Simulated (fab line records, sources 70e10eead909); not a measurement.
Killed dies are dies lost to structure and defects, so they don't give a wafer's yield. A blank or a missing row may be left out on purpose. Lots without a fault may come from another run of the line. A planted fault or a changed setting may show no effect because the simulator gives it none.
A struck lot beside a sound one | flow nand_harc | 25 steps out of a route of 1302
Sound: wafers L753.2, L753.4, L753.6. Struck: wafers L769.1, L769.2, L769.4. The cause comes at the end.
At each step with rows: each side's tool, then ch and its chambers, then its first start. Under that, the readings that differ: sound wafers | struck wafers | difference of the means | sigmas: that difference in standard deviations of wafers without a fault.
alike: readings whose means differ by less than 2 such deviations, and words and numbers that are the same on both sides. not compared: withheld readings, readings that some wafer has no value for, bounds like >300 that may hide the same value, and numbers for which the record gives no deviation and whose values overlap.
The two part at a step that has a row with sigmas, a row that says differs or no value, or rows on one side only. Numbers that don't overlap but have no deviation are shown without sigmas and don't part them. A reading that every wafer of one side lacks parts them only if that side has two wafers or more.

first, 1 step without rows for these wafers: NHARC_P_M0_SRD_25.
NHARC_P_M0_INSPECT_27:
  sound on defect_inspect-01, day 7 04:10; struck on defect_inspect-02, day 13 13:42
  alike: raw_defect_count
NHARC_P_M0_PRE_CLEAN_31: time 12 s.
  sound on pecvd-04 ch 0,1,2, day 7 04:16; struck on pecvd-04 ch 0,2, day 13 13:46
  alike: heater_power_w
NHARC_P_M0_DEP_32: deposits SiCN, target thk 30 nm.
  sound on pecvd-04 ch 0,1,2, day 7 04:25; struck on pecvd-04 ch 0,2, day 13 13:51
  alike: heater_power_w
then, 7 steps without rows for these wafers: NHARC_P_M1_DEP_00 (deposits SiOC, target thk 182.5 nm); NHARC_P_M1_DEHYDRATE_01 (time 120 s); NHARC_P_M1_HMDS_02 (time 30 s); NHARC_P_M1_COAT_34 (time 65 s); NHARC_P_M1_COAT_03 (resist thk 90 nm); NHARC_P_M1_SOFTBAKE_04 (time 55 s); NHARC_P_M1_EBR_05.
NHARC_P_M1_EXPOSE_06: exposes mask P M1, target cd 130 nm.
  sound on arfi_scanner-01 ch 0, day 7 05:19; struck on arfi_scanner-01 ch 0, day 13 14:50
  reading              | sound             | struck            | difference | sigmas
  exposure_dose_mJ_cm2 | 81.99 81.94 81.88 | 79.16 79.15 79.18 | -2.77      | -32
  alike: mask
then, 2 steps without rows for these wafers: NHARC_P_M1_PEB_07 (peb time 65 s); NHARC_P_M1_DEVELOP_08 (develop time 35 s).
NHARC_P_M1_CD_MEAS_09: target cd 130 nm.
  sound on cd_sem-01 ch 0, day 7 05:26; struck on cd_sem-03 ch 0, day 13 14:58
  reading    | sound             | struck            | difference | sigmas
  cd_nm (nm) | 130.9 130.5 130.4 | 136.8 141.9 128.7 | +5.2       | +8
NHARC_P_M1_OVL_MEAS_10: pitch 260 nm.
  sound on overlay-01, day 7 05:32; struck on overlay-01, day 13 15:04
  alike: overlay_x_nm, overlay_y_nm
NHARC_P_M1_INSPECT_11:
  sound on defect_inspect-02, day 7 05:34; struck on defect_inspect-01, day 13 15:05
  alike: raw_defect_count
NHARC_P_M1_DESCUM_14: chemistry O2, time 3 s.
  sound on rie_diel-12 ch 1,2, day 7 05:37; struck on rie_diel-01 ch 1,2,3, day 13 15:10
  alike: drypump_motor_current_A, oes_product_au, rf_vpp_V, showerhead_plenum_p_Torr, throttle_valve_pct
  not compared: rf_hours_counter_h, model.P_M1.cd_nm
NHARC_P_M1_ETCH_35: etches the open film in N2/H2, target depth 40 nm, overetch 12 nm, time 43.94 s.
  sound on rie_diel-12 ch 2,3, day 7 05:43; struck on rie_diel-01 ch 0,1,2, day 13 15:15
  alike: drypump_motor_current_A, oes_product_au, rf_vpp_V, showerhead_plenum_p_Torr, throttle_valve_pct
  not compared: rf_hours_counter_h
NHARC_P_M1_ETCH_15: etches the open film in C4F8/Ar, target depth 182.5 nm, time 91.2 s.
  sound on rie_diel-12 ch 2,3; struck on rie_diel-01 ch 0,1,3
  alike: oes_product_au, rf_vpp_V
  not compared: rf_hours_counter_h
NHARC_P_M1_CD_MEAS_16:
  sound on cd_sem-03, day 7 05:56; struck on cd_sem-01, day 13 15:28
  reading    | sound             | struck            | difference | sigmas
  cd_nm (nm) | 131.2 129.1 129.2 | 137.3 142.6 128.2 | +6.2       | +9
NHARC_P_M1_STRIP_18: strips in N2/H2.
  sound on rie_diel-11 ch 0,1,3, day 7 06:00; struck on rie_diel-11 ch 1,3, day 13 15:34
  alike: drypump_motor_current_A, oes_product_au, rf_vpp_V, showerhead_plenum_p_Torr, throttle_valve_pct
  not compared: rf_hours_counter_h
NHARC_P_M1_ETCH_28: etches the open film in CF4/N2, target depth 30 nm, time 72.99 s.
  sound on rie_diel-11 ch 0,2; struck on rie_diel-11 ch 0,1,3
  alike: drypump_motor_current_A, oes_product_au, rf_vpp_V, showerhead_plenum_p_Torr, throttle_valve_pct
  not compared: rf_hours_counter_h, model.P_M1.cd_nm
then, 1 step without rows for these wafers: NHARC_P_M1_STRIP_19 (strips in post etch residue remover, time 600 s).
-- the record jumps here: 18 days lie between the struck wafers' starts before and after (it left off in module P_M1 and takes up again in module END, whose first step shown is number 1302 of the route) --
NHARC_END_SORT_01:
  the record has rows for the struck wafers here (prober-02 ch 0, day 31 16:24) and none for the sound ones

WHERE THEY PART
First at NHARC_P_M1_EXPOSE_06; last, within this record, at NHARC_END_SORT_01.

WHY: what the simulator had put in
Process parameter drift: arfi_scanner-01, from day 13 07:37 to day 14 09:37, at NHARC_P_M1_EXPOSE_06. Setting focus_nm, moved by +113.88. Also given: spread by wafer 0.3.
